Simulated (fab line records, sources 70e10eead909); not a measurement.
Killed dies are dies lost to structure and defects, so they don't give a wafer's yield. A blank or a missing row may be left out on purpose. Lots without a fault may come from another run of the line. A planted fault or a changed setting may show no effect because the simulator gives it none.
Chamber matching | flow nand_harc | NHARC_P_M1_PRE_CLEAN_32 on pecvd-02: 3 sister chambers
The step time 12 s. 6 wafers are shown with their chamber, then 9 later ones without.

WAFERS WITH THEIR CHAMBER
wafer  | chamber | heater_power_outer_w (W) | heater_power_w (W)
L078.5 | 0       | 255                      | 456
L080.6 | 0       | 286                      | 520
L088.5 | 1       | 356                      | 650
L090.1 | 2       | 431                      | 699
L090.2 | 1       | 332                      | 628
L090.6 | 2       | 426                      | 661

WAFERS WITHOUT THEIR CHAMBER
wafer  | heater_power_outer_w (W) | heater_power_w (W)
L092.3 | 369                      | 608
L092.4 | 382                      | 613
L092.5 | 249                      | 478
L095.2 | 312                      | 544
L095.5 | 352                      | 670
L095.6 | 397                      | 629
L096.1 | 322                      | 614
L096.3 | 428                      | 680
L096.6 | 436                      | 671

WHICH CHAMBER EACH WENT THROUGH
wafer  | from the rows above     | in truth
L092.3 | 1                       | 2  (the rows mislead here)
L092.4 | can't be placed: 1 or 2 | 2
L092.5 | 0                       | 0
L095.2 | can't be placed: 0 or 1 | 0
L095.5 | 1                       | 1
L095.6 | can't be placed: 2 or 1 | 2
L096.1 | 1                       | 1
L096.3 | 2                       | 2
L096.6 | 2                       | 2
Placed correctly: 5 of 9. Can't be placed from these rows: 3 (the true chamber is among the candidates in 3). Placed wrongly: 1.
How it was worked out, from the rows above alone: a wafer's distance from a chamber is the root of the sum, over the readings, of the square of ((its reading less the chamber's mean) divided by the reading's scatter). The wafer belongs to the nearest chamber; if the next one is less than 2 further off, it can't be placed. A chamber's mean is the mean of its shown wafers. The scatter: the root of (the sum of the squares of (reading less its chamber's mean) over the shown wafers, divided by (wafers less chambers)).
